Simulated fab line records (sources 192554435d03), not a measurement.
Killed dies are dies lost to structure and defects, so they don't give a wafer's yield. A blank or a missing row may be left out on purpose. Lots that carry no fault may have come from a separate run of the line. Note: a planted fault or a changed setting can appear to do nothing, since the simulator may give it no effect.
fab line records || flow n5Finfet
record {"lots": 11, "wafers": 33, "lastDay": 17}
route steps=1938 shown BEOL_M14@1766 BEOL_M15@1776
lots that met no fault: from a run of the same line without faults
startH: hours from the record's first day to the start of the lot's first wafer shown || waitH: hours elapsed since this lot's preceding step || " the same as in the row above || L1.1+2: several wafers, shown together as one row || - no value, or no start was given || * or withheld: withheld || < > ~ a bound
route shown NAME@n: a module of which the file shows steps, and the number in the route of the first || usual: mean/standard deviation of fault-free wafers || same: alike in all rows || chamber/n: place in a boat || sites: each site's reading || _std_site: their standard deviation || _edge_site: mean of outer sites minus mean of inner sites || radiusMm: for every site, how far away it sits from the centre of the wafer || mask NAME#n: copy n || behind: the tool/chamber that last shaped the wafer || hold: why the lot was held/for how many hours/how that ended || device: the transistor (n, p or np) that didn't switch || end of line: tests of these same wafers at the route's end || a step with no rows: only its recipe || killed: dies that structure and defects cost at the first sort, which is not the same as the wafer's yield || map: per-die view of a wafer (x killed, . not killed, _ where there is no die)
set.NAME: the setting the step ran with; set.NAME@STEP: the setting that earlier step ran with || model.NAME: the simulator's own value behind a step, which no gauge read
a sample of lots followed through the steps of the route, with each step as a table and each wafer as a row
services: from which hour (startH, from the record's first day; less than 0 if before it) a tool's chamber was out of use, for how many hours, and why
## steps
# step N5_BEOL_M14_ANNEAL_48
# recipe {"tempC": 225, "timeS": 90, "ambient": "N2"}
# usual {"annealTempC": "225.01/0.19", "wafer_temp_C_max": "226.1/0.36"}
{"lot.wafer": "L641.1", "tool": "rtpAnneal-01", "chamber": 0, "startH": 258.06, "waitH": 0.1, "annealTempC": 224.93, "wafer_temp_C_max": 226.2}
{"lot.wafer": "L641.2", "tool": "rtpAnneal-01", "chamber": 0, "startH": 258.06, "waitH": 0.1, "annealTempC": 225.10, "wafer_temp_C_max": 226.0}
{"lot.wafer": "L641.5", "tool": "rtpAnneal-01", "chamber": 0, "startH": 258.06, "waitH": 0.1, "annealTempC": 225.00, "wafer_temp_C_max": 226.1}
{"lot.wafer": "L640.1", "tool": "rtpAnneal-01", "chamber": 0, "startH": 258.33, "waitH": 0.2, "annealTempC": 224.91, "wafer_temp_C_max": 226.1}
{"lot.wafer": "L640.3", "tool": "rtpAnneal-01", "chamber": 0, "startH": 258.33, "waitH": 0.2, "annealTempC": 225.12, "wafer_temp_C_max": 225.9}
{"lot.wafer": "L640.5", "tool": "rtpAnneal-01", "chamber": 0, "startH": 258.33, "waitH": 0.2, "annealTempC": 225.38, "wafer_temp_C_max": 225.9}
{"lot.wafer": "L644.1", "tool": "rtpAnneal-02", "chamber": 0, "startH": 279.68, "waitH": 0.1, "annealTempC": 225.01, "wafer_temp_C_max": 225.8}
{"lot.wafer": "L644.4", "tool": "rtpAnneal-02", "chamber": 0, "startH": 279.68, "waitH": 0.1, "annealTempC": 225.14, "wafer_temp_C_max": 226.1}
{"lot.wafer": "L644.6", "tool": "rtpAnneal-02", "chamber": 0, "startH": 279.68, "waitH": 0.1, "annealTempC": 224.94, "wafer_temp_C_max": 226.0}
{"lot.wafer": "L650.1", "tool": "rtpAnneal-02", "chamber": 0, "startH": 315.91, "waitH": 0.9, "annealTempC": 224.90, "wafer_temp_C_max": 225.9}
{"lot.wafer": "L650.2", "tool": "rtpAnneal-02", "chamber": 0, "startH": 315.91, "waitH": 0.9, "annealTempC": 224.92, "wafer_temp_C_max": 226.2}
{"lot.wafer": "L650.6", "tool": "rtpAnneal-02", "chamber": 0, "startH": 315.91, "waitH": 0.9, "annealTempC": 225.24, "wafer_temp_C_max": 226.5}
{"lot.wafer": "L649.2", "tool": "rtpAnneal-02", "chamber": 0, "startH": 316.50, "waitH": 1.0, "annealTempC": 224.94, "wafer_temp_C_max": 226.0}
{"lot.wafer": "L649.4", "tool": "rtpAnneal-02", "chamber": 0, "startH": 316.50, "waitH": 1.0, "annealTempC": 224.94, "wafer_temp_C_max": 226.3}
{"lot.wafer": "L649.5", "tool": "rtpAnneal-02", "chamber": 0, "startH": 316.50, "waitH": 1.0, "annealTempC": 224.83, "wafer_temp_C_max": 226.3}
{"lot.wafer": "L651.1", "tool": "rtpAnneal-01", "chamber": 0, "startH": 324.41, "waitH": 0.1, "annealTempC": 225.22, "wafer_temp_C_max": 226.0}
{"lot.wafer": "L651.2", "tool": "rtpAnneal-01", "chamber": 0, "startH": 324.41, "waitH": 0.1, "annealTempC": 225.11, "wafer_temp_C_max": 225.9}
{"lot.wafer": "L651.3", "tool": "rtpAnneal-01", "chamber": 0, "startH": 324.41, "waitH": 0.1, "annealTempC": 225.16, "wafer_temp_C_max": 225.8}
{"lot.wafer": "L655.1", "tool": "rtpAnneal-01", "chamber": 0, "startH": 358.72, "waitH": 0.1, "annealTempC": 224.92, "wafer_temp_C_max": 225.8}
{"lot.wafer": "L655.2", "tool": "rtpAnneal-01", "chamber": 0, "startH": 358.72, "waitH": 0.1, "annealTempC": 224.67, "wafer_temp_C_max": 225.8}
{"lot.wafer": "L655.6", "tool": "rtpAnneal-01", "chamber": 0, "startH": 358.72, "waitH": 0.1, "annealTempC": 224.86, "wafer_temp_C_max": 225.5}
{"lot.wafer": "L656.1", "tool": "rtpAnneal-02", "chamber": 0, "startH": 365.76, "waitH": 0.1, "annealTempC": 224.93, "wafer_temp_C_max": 227.1}
{"lot.wafer": "L656.2", "tool": "rtpAnneal-02", "chamber": 0, "startH": 365.76, "waitH": 0.1, "annealTempC": 224.96, "wafer_temp_C_max": 226.1}
{"lot.wafer": "L656.3", "tool": "rtpAnneal-02", "chamber": 0, "startH": 365.76, "waitH": 0.1, "annealTempC": 224.84, "wafer_temp_C_max": 226.5}
{"lot.wafer": "L659.1", "tool": "rtpAnneal-02", "chamber": 0, "startH": 374.23, "waitH": 0.1, "annealTempC": 225.08, "wafer_temp_C_max": 226.2}
{"lot.wafer": "L659.4", "tool": "rtpAnneal-02", "chamber": 0, "startH": 374.23, "waitH": 0.1, "annealTempC": 225.07, "wafer_temp_C_max": 226.6}
{"lot.wafer": "L659.5", "tool": "rtpAnneal-02", "chamber": 0, "startH": 374.23, "waitH": 0.1, "annealTempC": 224.94, "wafer_temp_C_max": 226.6}
{"lot.wafer": "L658.1", "tool": "rtpAnneal-02", "chamber": 0, "startH": 383.00, "waitH": 0.6, "annealTempC": 224.98, "wafer_temp_C_max": 226.5}
{"lot.wafer": "L658.4", "tool": "rtpAnneal-02", "chamber": 0, "startH": 383.00, "waitH": 0.6, "annealTempC": 224.89, "wafer_temp_C_max": 226.3}
{"lot.wafer": "L658.6", "tool": "rtpAnneal-02", "chamber": 0, "startH": 383.00, "waitH": 0.6, "annealTempC": 225.08, "wafer_temp_C_max": 226.4}
{"lot.wafer": "L661.2", "tool": "rtpAnneal-01", "chamber": 0, "startH": 383.17, "waitH": 0.6, "annealTempC": 224.96, "wafer_temp_C_max": 225.7}
{"lot.wafer": "L661.3", "tool": "rtpAnneal-01", "chamber": 0, "startH": 383.17, "waitH": 0.6, "annealTempC": 225.00, "wafer_temp_C_max": 225.8}
{"lot.wafer": "L661.6", "tool": "rtpAnneal-01", "chamber": 0, "startH": 383.17, "waitH": 0.6, "annealTempC": 224.84, "wafer_temp_C_max": 226.1}
# step N5_BEOL_M15_COAT_04
# recipe {"spinRpm": 1704, "resistThkNm": 800}
# usual {"spinSpeedRpm": "1703.9/1"}
{"lot.wafer": "L641.1", "tool": "lithoTrack-04", "chamber": 0, "startH": 259.13, "waitH": "-", "spinSpeedRpm": 1704.5}
{"lot.wafer": "L641.2", "tool": "lithoTrack-04", "chamber": 0, "startH": 259.13, "waitH": "-", "spinSpeedRpm": 1703.6}
{"lot.wafer": "L641.5", "tool": "lithoTrack-04", "chamber": 0, "startH": 259.13, "waitH": "-", "spinSpeedRpm": 1705.8}
{"lot.wafer": "L640.1", "tool": "lithoTrack-01", "chamber": 0, "startH": 259.40, "waitH": "-", "spinSpeedRpm": 1705.6}
{"lot.wafer": "L640.3", "tool": "lithoTrack-01", "chamber": 0, "startH": 259.40, "waitH": "-", "spinSpeedRpm": 1705.3}
{"lot.wafer": "L640.5", "tool": "lithoTrack-01", "chamber": 0, "startH": 259.40, "waitH": "-", "spinSpeedRpm": 1703.6}
{"lot.wafer": "L644.1", "tool": "lithoTrack-02", "chamber": 0, "startH": 280.76, "waitH": "-", "spinSpeedRpm": 1702.5}
{"lot.wafer": "L644.4", "tool": "lithoTrack-02", "chamber": 0, "startH": 280.76, "waitH": "-", "spinSpeedRpm": 1703.3}
{"lot.wafer": "L644.6", "tool": "lithoTrack-02", "chamber": 0, "startH": 280.76, "waitH": "-", "spinSpeedRpm": 1703.6}
{"lot.wafer": "L650.1", "tool": "lithoTrack-04", "chamber": 0, "startH": 316.99, "waitH": "-", "spinSpeedRpm": 1704.2}
{"lot.wafer": "L650.2", "tool": "lithoTrack-04", "chamber": 0, "startH": 316.99, "waitH": "-", "spinSpeedRpm": 1705.4}
{"lot.wafer": "L650.6", "tool": "lithoTrack-04", "chamber": 0, "startH": 316.99, "waitH": "-", "spinSpeedRpm": 1704.1}
{"lot.wafer": "L649.2", "tool": "lithoTrack-04", "chamber": 0, "startH": 317.52, "waitH": "-", "spinSpeedRpm": 1836.8}
{"lot.wafer": "L649.4", "tool": "lithoTrack-04", "chamber": 0, "startH": 317.52, "waitH": "-", "spinSpeedRpm": 1837.7}
{"lot.wafer": "L649.5", "tool": "lithoTrack-04", "chamber": 0, "startH": 317.52, "waitH": "-", "spinSpeedRpm": 1836.8}
{"lot.wafer": "L651.1", "tool": "lithoTrack-04", "chamber": 0, "startH": 325.47, "waitH": "-", "spinSpeedRpm": 1839.4}
{"lot.wafer": "L651.2", "tool": "lithoTrack-04", "chamber": 0, "startH": 325.47, "waitH": "-", "spinSpeedRpm": 1836.7}
{"lot.wafer": "L651.3", "tool": "lithoTrack-04", "chamber": 0, "startH": 325.47, "waitH": "-", "spinSpeedRpm": 1837.6}
{"lot.wafer": "L655.1", "tool": "lithoTrack-01", "chamber": 0, "startH": 359.79, "waitH": "-", "spinSpeedRpm": 1703.2}
{"lot.wafer": "L655.2", "tool": "lithoTrack-01", "chamber": 0, "startH": 359.79, "waitH": "-", "spinSpeedRpm": 1703.0}
{"lot.wafer": "L655.6", "tool": "lithoTrack-01", "chamber": 0, "startH": 359.79, "waitH": "-", "spinSpeedRpm": 1701.9}
{"lot.wafer": "L656.1", "tool": "lithoTrack-02", "chamber": 0, "startH": 366.84, "waitH": "-", "spinSpeedRpm": 1703.6}
{"lot.wafer": "L656.2", "tool": "lithoTrack-02", "chamber": 0, "startH": 366.84, "waitH": "-", "spinSpeedRpm": 1703.3}
{"lot.wafer": "L656.3", "tool": "lithoTrack-02", "chamber": 0, "startH": 366.84, "waitH": "-", "spinSpeedRpm": 1703.2}
{"lot.wafer": "L659.1", "tool": "lithoTrack-01", "chamber": 0, "startH": 375.30, "waitH": "-", "spinSpeedRpm": 1700.6}
{"lot.wafer": "L659.4", "tool": "lithoTrack-01", "chamber": 0, "startH": 375.30, "waitH": "-", "spinSpeedRpm": 1702.3}
{"lot.wafer": "L659.5", "tool": "lithoTrack-01", "chamber": 0, "startH": 375.30, "waitH": "-", "spinSpeedRpm": 1702.0}
{"lot.wafer": "L658.1", "tool": "lithoTrack-02", "chamber": 0, "startH": 384.09, "waitH": "-", "spinSpeedRpm": 1704.9}
{"lot.wafer": "L658.4", "tool": "lithoTrack-02", "chamber": 0, "startH": 384.09, "waitH": "-", "spinSpeedRpm": 1703.6}
{"lot.wafer": "L658.6", "tool": "lithoTrack-02", "chamber": 0, "startH": 384.09, "waitH": "-", "spinSpeedRpm": 1701.8}
{"lot.wafer": "L661.2", "tool": "lithoTrack-01", "chamber": 0, "startH": 384.25, "waitH": "-", "spinSpeedRpm": 1702.2}
{"lot.wafer": "L661.3", "tool": "lithoTrack-01", "chamber": 0, "startH": 384.25, "waitH": "-", "spinSpeedRpm": 1702.9}
{"lot.wafer": "L661.6", "tool": "lithoTrack-01", "chamber": 0, "startH": 384.25, "waitH": "-", "spinSpeedRpm": 1702.6}
# step N5_BEOL_M15_CD_MEAS_10
# recipe {"targetCdNm": 360, "landingEnergyEv": 500, "detector": "seInlens", "polarity": "opening"}
# usual {"cdNm": "360.2/1.4"}
{"lot.wafer": "L641.1", "tool": "cdSem-03", "chamber": 0, "startH": 259.52, "waitH": "-", "cdNm": 357.5}
{"lot.wafer": "L641.2", "tool": "cdSem-03", "chamber": 0, "startH": 259.52, "waitH": "-", "cdNm": 359.2}
{"lot.wafer": "L641.5", "tool": "cdSem-03", "chamber": 0, "startH": 259.52, "waitH": "-", "cdNm": 358.6}
{"lot.wafer": "L640.1", "tool": "cdSem-03", "chamber": 0, "startH": 259.67, "waitH": "-", "cdNm": 361.2}
{"lot.wafer": "L640.3", "tool": "cdSem-03", "chamber": 0, "startH": 259.67, "waitH": "-", "cdNm": 361.9}
{"lot.wafer": "L640.5", "tool": "cdSem-03", "chamber": 0, "startH": 259.67, "waitH": "-", "cdNm": 362.2}
{"lot.wafer": "L644.1", "tool": "cdSem-03", "chamber": 0, "startH": 281.15, "waitH": "-", "cdNm": 358.3}
{"lot.wafer": "L644.4", "tool": "cdSem-03", "chamber": 0, "startH": 281.15, "waitH": "-", "cdNm": 361.2}
{"lot.wafer": "L644.6", "tool": "cdSem-03", "chamber": 0, "startH": 281.15, "waitH": "-", "cdNm": 360.2}
{"lot.wafer": "L650.1", "tool": "cdSem-01", "chamber": 0, "startH": 317.26, "waitH": "-", "cdNm": 360.9}
{"lot.wafer": "L650.2", "tool": "cdSem-01", "chamber": 0, "startH": 317.26, "waitH": "-", "cdNm": 361.9}
{"lot.wafer": "L650.6", "tool": "cdSem-01", "chamber": 0, "startH": 317.26, "waitH": "-", "cdNm": 361.7}
{"lot.wafer": "L649.2", "tool": "cdSem-01", "chamber": 0, "startH": 317.92, "waitH": "-", "cdNm": 362.3}
{"lot.wafer": "L649.4", "tool": "cdSem-01", "chamber": 0, "startH": 317.92, "waitH": "-", "cdNm": 360.7}
{"lot.wafer": "L649.5", "tool": "cdSem-01", "chamber": 0, "startH": 317.92, "waitH": "-", "cdNm": 362.3}
{"lot.wafer": "L651.1", "tool": "cdSem-02", "chamber": 0, "startH": 325.74, "waitH": "-", "cdNm": 359.5}
{"lot.wafer": "L651.2", "tool": "cdSem-02", "chamber": 0, "startH": 325.74, "waitH": "-", "cdNm": 360.4}
{"lot.wafer": "L651.3", "tool": "cdSem-02", "chamber": 0, "startH": 325.74, "waitH": "-", "cdNm": 361.4}
{"lot.wafer": "L655.1", "tool": "cdSem-03", "chamber": 0, "startH": 360.06, "waitH": "-", "cdNm": 360.0}
{"lot.wafer": "L655.2", "tool": "cdSem-03", "chamber": 0, "startH": 360.06, "waitH": "-", "cdNm": 358.6}
{"lot.wafer": "L655.6", "tool": "cdSem-03", "chamber": 0, "startH": 360.06, "waitH": "-", "cdNm": 360.7}
{"lot.wafer": "L656.1", "tool": "cdSem-03", "chamber": 0, "startH": 367.24, "waitH": "-", "cdNm": 357.8}
{"lot.wafer": "L656.2", "tool": "cdSem-03", "chamber": 0, "startH": 367.24, "waitH": "-", "cdNm": 360.8}
{"lot.wafer": "L656.3", "tool": "cdSem-03", "chamber": 0, "startH": 367.24, "waitH": "-", "cdNm": 360.4}
{"lot.wafer": "L659.1", "tool": "cdSem-03", "chamber": 0, "startH": 375.56, "waitH": "-", "cdNm": 358.2}
{"lot.wafer": "L659.4", "tool": "cdSem-03", "chamber": 0, "startH": 375.56, "waitH": "-", "cdNm": 358.6}
{"lot.wafer": "L659.5", "tool": "cdSem-03", "chamber": 0, "startH": 375.56, "waitH": "-", "cdNm": 357.3}
{"lot.wafer": "L658.1", "tool": "cdSem-03", "chamber": 0, "startH": 384.36, "waitH": "-", "cdNm": 361.8}
{"lot.wafer": "L658.4", "tool": "cdSem-03", "chamber": 0, "startH": 384.36, "waitH": "-", "cdNm": 361.5}
{"lot.wafer": "L658.6", "tool": "cdSem-03", "chamber": 0, "startH": 384.36, "waitH": "-", "cdNm": 362.1}
{"lot.wafer": "L661.2", "tool": "cdSem-01", "chamber": 0, "startH": 384.52, "waitH": "-", "cdNm": 359.5}
{"lot.wafer": "L661.3", "tool": "cdSem-01", "chamber": 0, "startH": 384.52, "waitH": "-", "cdNm": 360.9}
{"lot.wafer": "L661.6", "tool": "cdSem-01", "chamber": 0, "startH": 384.52, "waitH": "-", "cdNm": 359.2}
# step N5_BEOL_M15_STRIP_63
# recipe {"chemistry": "O2", "powerW": 600, "tempC": 60, "pressureMtorr": 30, "rfFrequencyHz": 6e+07, "biasPowerW": 0, "overashFraction": 0.3, "o2FlowSccm": 225}
# usual {"drypumpMotorCurrentA": "5.7/0.47", "oesProductAu": "0.82/0.083", "rfVppV": "3.6/0.85", "showerheadPlenumPTorr": "2.07/0.06", "throttleValvePct": "16.57/0.16"}
{"lot.wafer": "L641.1", "tool": "rieDiel-01", "chamber": 1, "startH": "-", "waitH": "-", "drypumpMotorCurrentA": 5.8, "oesProductAu": 0.73, "rfHoursCounterH": 174, "rfVppV": 4.1, "showerheadPlenumPTorr": 2.00, "throttleValvePct": 16.46}
{"lot.wafer": "L641.2", "tool": "rieDiel-01", "chamber": 3, "startH": "-", "waitH": "-", "drypumpMotorCurrentA": 4.7, "oesProductAu": 0.79, "rfHoursCounterH": 116, "rfVppV": 2.1, "showerheadPlenumPTorr": 2.03, "throttleValvePct": 16.56}
{"lot.wafer": "L641.5", "tool": "rieDiel-01", "chamber": 1, "startH": "-", "waitH": "-", "drypumpMotorCurrentA": 5.8, "oesProductAu": 0.73, "rfHoursCounterH": "-", "rfVppV": 2.9, "showerheadPlenumPTorr": 2.00, "throttleValvePct": 16.46}
{"lot.wafer": "L640.1", "tool": "rieDiel-02", "chamber": 3, "startH": "-", "waitH": "-", "drypumpMotorCurrentA": 5.6, "oesProductAu": 0.69, "rfHoursCounterH": 226, "rfVppV": 3.1, "showerheadPlenumPTorr": 2.16, "throttleValvePct": 16.82}
{"lot.wafer": "L640.3", "tool": "rieDiel-02", "chamber": 0, "startH": "-", "waitH": "-", "drypumpMotorCurrentA": 5.9, "oesProductAu": 0.70, "rfHoursCounterH": 242, "rfVppV": 3.3, "showerheadPlenumPTorr": 2.06, "throttleValvePct": 16.78}
{"lot.wafer": "L640.5", "tool": "rieDiel-02", "chamber": 1, "startH": "-", "waitH": "-", "drypumpMotorCurrentA": 6.0, "oesProductAu": 0.93, "rfHoursCounterH": "-", "rfVppV": 4.2, "showerheadPlenumPTorr": 2.05, "throttleValvePct": 16.51}
{"lot.wafer": "L644.1", "tool": "rieDiel-02", "chamber": 1, "startH": "-", "waitH": "-", "drypumpMotorCurrentA": 6.0, "oesProductAu": 0.91, "rfHoursCounterH": 31, "rfVppV": 3.2, "showerheadPlenumPTorr": 2.04, "throttleValvePct": 16.50}
{"lot.wafer": "L644.4", "tool": "rieDiel-02", "chamber": 0, "startH": "-", "waitH": "-", "drypumpMotorCurrentA": 5.9, "oesProductAu": 0.69, "rfHoursCounterH": 249, "rfVppV": 3.9, "showerheadPlenumPTorr": 2.06, "throttleValvePct": 16.83}
{"lot.wafer": "L644.6", "tool": "rieDiel-02", "chamber": 1, "startH": "-", "waitH": "-", "drypumpMotorCurrentA": 6.0, "oesProductAu": 0.91, "rfHoursCounterH": "-", "rfVppV": 2.8, "showerheadPlenumPTorr": 2.04, "throttleValvePct": 16.51}
{"lot.wafer": "L650.1", "tool": "rieDiel-06", "chamber": 0, "startH": "-", "waitH": "-", "drypumpMotorCurrentA": 5.8, "oesProductAu": 0.87, "rfHoursCounterH": 55, "rfVppV": 4.8, "showerheadPlenumPTorr": 2.05, "throttleValvePct": 16.49}
{"lot.wafer": "L650.2", "tool": "rieDiel-06", "chamber": 1, "startH": "-", "waitH": "-", "drypumpMotorCurrentA": 6.6, "oesProductAu": 0.83, "rfHoursCounterH": 85, "rfVppV": 3.6, "showerheadPlenumPTorr": 2.20, "throttleValvePct": 16.67}
{"lot.wafer": "L650.6", "tool": "rieDiel-06", "chamber": 0, "startH": "-", "waitH": "-", "drypumpMotorCurrentA": 5.8, "oesProductAu": 0.87, "rfHoursCounterH": "-", "rfVppV": 4.4, "showerheadPlenumPTorr": 2.05, "throttleValvePct": 16.49}
{"lot.wafer": "L649.2", "tool": "rieDiel-01", "chamber": 3, "startH": "-", "waitH": "-", "drypumpMotorCurrentA": 4.6, "oesProductAu": 0.78, "rfHoursCounterH": 136, "rfVppV": 3.6, "showerheadPlenumPTorr": 2.02, "throttleValvePct": 16.57}
{"lot.wafer": "L649.4", "tool": "rieDiel-01", "chamber": 1, "startH": "-", "waitH": "-", "drypumpMotorCurrentA": 5.8, "oesProductAu": 0.72, "rfHoursCounterH": 196, "rfVppV": 3.7, "showerheadPlenumPTorr": 1.99, "throttleValvePct": 16.49}
{"lot.wafer": "L649.5", "tool": "rieDiel-01", "chamber": 3, "startH": "-", "waitH": "-", "drypumpMotorCurrentA": 4.6, "oesProductAu": 0.78, "rfHoursCounterH": "-", "rfVppV": 4.5, "showerheadPlenumPTorr": 2.02, "throttleValvePct": 16.57}
{"lot.wafer": "L651.1", "tool": "rieDiel-06", "chamber": 3, "startH": "-", "waitH": "-", "drypumpMotorCurrentA": 5.9, "oesProductAu": 0.79, "rfHoursCounterH": 97, "rfVppV": 3.8, "showerheadPlenumPTorr": 2.03, "throttleValvePct": 16.48}
{"lot.wafer": "L651.2", "tool": "rieDiel-06", "chamber": 1, "startH": "-", "waitH": "-", "drypumpMotorCurrentA": 6.6, "oesProductAu": 0.82, "rfHoursCounterH": 88, "rfVppV": 5.5, "showerheadPlenumPTorr": 2.20, "throttleValvePct": 16.64}
{"lot.wafer": "L651.3", "tool": "rieDiel-06", "chamber": 2, "startH": "-", "waitH": "-", "drypumpMotorCurrentA": 5.7, "oesProductAu": 0.97, "rfHoursCounterH": 0, "rfVppV": 3.6, "showerheadPlenumPTorr": 2.06, "throttleValvePct": 16.11}
{"lot.wafer": "L655.1", "tool": "rieDiel-01", "chamber": 1, "startH": "-", "waitH": "-", "drypumpMotorCurrentA": 5.8, "oesProductAu": 0.71, "rfHoursCounterH": 208, "rfVppV": 2.3, "showerheadPlenumPTorr": 1.99, "throttleValvePct": 16.54}
{"lot.wafer": "L655.2", "tool": "rieDiel-01", "chamber": 3, "startH": "-", "waitH": "-", "drypumpMotorCurrentA": 4.7, "oesProductAu": 0.77, "rfHoursCounterH": 149, "rfVppV": 3.4, "showerheadPlenumPTorr": 2.02, "throttleValvePct": 16.62}
{"lot.wafer": "L655.6", "tool": "rieDiel-01", "chamber": 2, "startH": "-", "waitH": "-", "drypumpMotorCurrentA": 5.0, "oesProductAu": 0.76, "rfHoursCounterH": "-", "rfVppV": 2.5, "showerheadPlenumPTorr": 2.03, "throttleValvePct": 16.57}
{"lot.wafer": "L656.1", "tool": "rieDiel-02", "chamber": 2, "startH": "-", "waitH": "-", "drypumpMotorCurrentA": 6.0, "oesProductAu": 0.85, "rfHoursCounterH": 72, "rfVppV": 3.8, "showerheadPlenumPTorr": 2.04, "throttleValvePct": 16.69}
{"lot.wafer": "L656.2", "tool": "rieDiel-02", "chamber": 0, "startH": "-", "waitH": "-", "drypumpMotorCurrentA": 5.9, "oesProductAu": 0.95, "rfHoursCounterH": 17, "rfVppV": 2.6, "showerheadPlenumPTorr": 2.05, "throttleValvePct": 16.37}
{"lot.wafer": "L656.3", "tool": "rieDiel-02", "chamber": 1, "startH": "-", "waitH": "-", "drypumpMotorCurrentA": 6.0, "oesProductAu": 0.87, "rfHoursCounterH": 62, "rfVppV": 4.0, "showerheadPlenumPTorr": 2.03, "throttleValvePct": 16.59}
{"lot.wafer": "L659.1", "tool": "rieDiel-02", "chamber": 3, "startH": "-", "waitH": "-", "drypumpMotorCurrentA": 5.6, "oesProductAu": 0.96, "rfHoursCounterH": 5, "rfVppV": 3.6, "showerheadPlenumPTorr": 2.15, "throttleValvePct": 16.40}
{"lot.wafer": "L659.4", "tool": "rieDiel-02", "chamber": 1, "startH": "-", "waitH": "-", "drypumpMotorCurrentA": 6.0, "oesProductAu": 0.85, "rfHoursCounterH": 64, "rfVppV": 4.3, "showerheadPlenumPTorr": 2.03, "throttleValvePct": 16.58}
{"lot.wafer": "L659.5", "tool": "rieDiel-02", "chamber": 3, "startH": "-", "waitH": "-", "drypumpMotorCurrentA": 5.6, "oesProductAu": 0.96, "rfHoursCounterH": "-", "rfVppV": 3.6, "showerheadPlenumPTorr": 2.15, "throttleValvePct": 16.36}
{"lot.wafer": "L658.1", "tool": "rieDiel-06", "chamber": 0, "startH": "-", "waitH": "-", "drypumpMotorCurrentA": 5.8, "oesProductAu": 0.84, "rfHoursCounterH": 75, "rfVppV": 3.4, "showerheadPlenumPTorr": 2.05, "throttleValvePct": 16.53}
{"lot.wafer": "L658.4", "tool": "rieDiel-06", "chamber": 2, "startH": "-", "waitH": "-", "drypumpMotorCurrentA": 5.6, "oesProductAu": 0.90, "rfHoursCounterH": 18, "rfVppV": 4.6, "showerheadPlenumPTorr": 2.06, "throttleValvePct": 16.15}
{"lot.wafer": "L658.6", "tool": "rieDiel-06", "chamber": 1, "startH": "-", "waitH": "-", "drypumpMotorCurrentA": 6.6, "oesProductAu": 0.81, "rfHoursCounterH": "-", "rfVppV": 2.3, "showerheadPlenumPTorr": 2.19, "throttleValvePct": 16.71}
{"lot.wafer": "L661.2", "tool": "rieDiel-02", "chamber": 3, "startH": "-", "waitH": "-", "drypumpMotorCurrentA": 5.6, "oesProductAu": 0.95, "rfHoursCounterH": 7, "rfVppV": 4.2, "showerheadPlenumPTorr": 2.15, "throttleValvePct": 16.38}
{"lot.wafer": "L661.3", "tool": "rieDiel-02", "chamber": 0, "startH": "-", "waitH": "-", "drypumpMotorCurrentA": 5.9, "oesProductAu": 0.95, "rfHoursCounterH": 21, "rfVppV": 3.5, "showerheadPlenumPTorr": 2.05, "throttleValvePct": 16.41}
{"lot.wafer": "L661.6", "tool": "rieDiel-02", "chamber": 1, "startH": "-", "waitH": "-", "drypumpMotorCurrentA": 6.0, "oesProductAu": 0.85, "rfHoursCounterH": "-", "rfVppV": 1.7, "showerheadPlenumPTorr": 2.03, "throttleValvePct": 16.60}
## services
{"tool": "lithoTrack-01", "chamber": "-", "startH": 271.01, "hours": "-", "kind": "consumableReplace:filter"}
{"tool": "rieDiel-06", "chamber": "-", "startH": 276.05, "hours": 14.6, "kind": "pm"}
{"tool": "rieDiel-02", "chamber": "-", "startH": 279.98, "hours": 0.2, "kind": "repair"}
{"tool": "rieDiel-02", "chamber": 0, "startH": 283.46, "hours": "-", "kind": "clean"}
{"tool": "rieDiel-02", "chamber": 0, "startH": 283.46, "hours": "-", "kind": "consumableReplace:focusRing"}
{"tool": "rieDiel-02", "chamber": 0, "startH": 283.46, "hours": 27.3, "kind": "scheduledDown"}
{"tool": "rieDiel-02", "chamber": 0, "startH": 283.46, "hours": 27.3, "kind": "ventCycle"}
{"tool": "rieDiel-06", "chamber": 2, "startH": 307.59, "hours": 1.2, "kind": "repair"}
{"tool": "rieDiel-06", "chamber": 2, "startH": 308.94, "hours": "-", "kind": "clean"}
{"tool": "rieDiel-06", "chamber": 2, "startH": 308.94, "hours": "-", "kind": "consumableReplace:focusRing"}
{"tool": "rieDiel-06", "chamber": 2, "startH": 308.94, "hours": 16.3, "kind": "scheduledDown"}
{"tool": "rieDiel-06", "chamber": 2, "startH": 308.94, "hours": 16.3, "kind": "ventCycle"}
{"tool": "rieDiel-02", "chamber": 0, "startH": 316.35, "hours": 5.3, "kind": "repair"}
{"tool": "rieDiel-02", "chamber": 3, "startH": 326.91, "hours": "-", "kind": "clean"}
{"tool": "rieDiel-02", "chamber": 3, "startH": 326.91, "hours": "-", "kind": "consumableReplace:focusRing"}
{"tool": "rieDiel-02", "chamber": 3, "startH": 326.91, "hours": 21.4, "kind": "scheduledDown"}
{"tool": "rieDiel-02", "chamber": 3, "startH": 326.91, "hours": 21.4, "kind": "ventCycle"}
{"tool": "rieDiel-06", "chamber": 2, "startH": 335.32, "hours": 3.3, "kind": "repair"}
{"tool": "rtpAnneal-02", "chamber": "-", "startH": 349.78, "hours": 3.7, "kind": "pm"}
{"tool": "rieDiel-02", "chamber": 3, "startH": 363.11, "hours": 7.7, "kind": "repair"}
## key
firstSign {"step": "N5_BEOL_M15_COAT_04", "reading": "spinSpeedRpm", "direction": "up", "sigmas": "99+", "usual": "*", "struck": "*"}
effect none on later readings
metAt N5_BEOL_M15_COAT_04
struckLots L649,L651
notActingAt N5_BEOL_M14_ANNEAL_48,N5_BEOL_M15_CD_MEAS_10,N5_BEOL_M15_STRIP_63
onsetBetween 316.99 317.52
fault {"kind": "processParameterDrift", "tool": "lithoTrack-04", "chamber": "-", "onsetH": 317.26, "steps": "N5_BEOL_M15_COAT_04", "channel": "spinRpm", "offset": "*", "shape": "step", "endH": 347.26, "actsIn": "*", "stated": "*"}
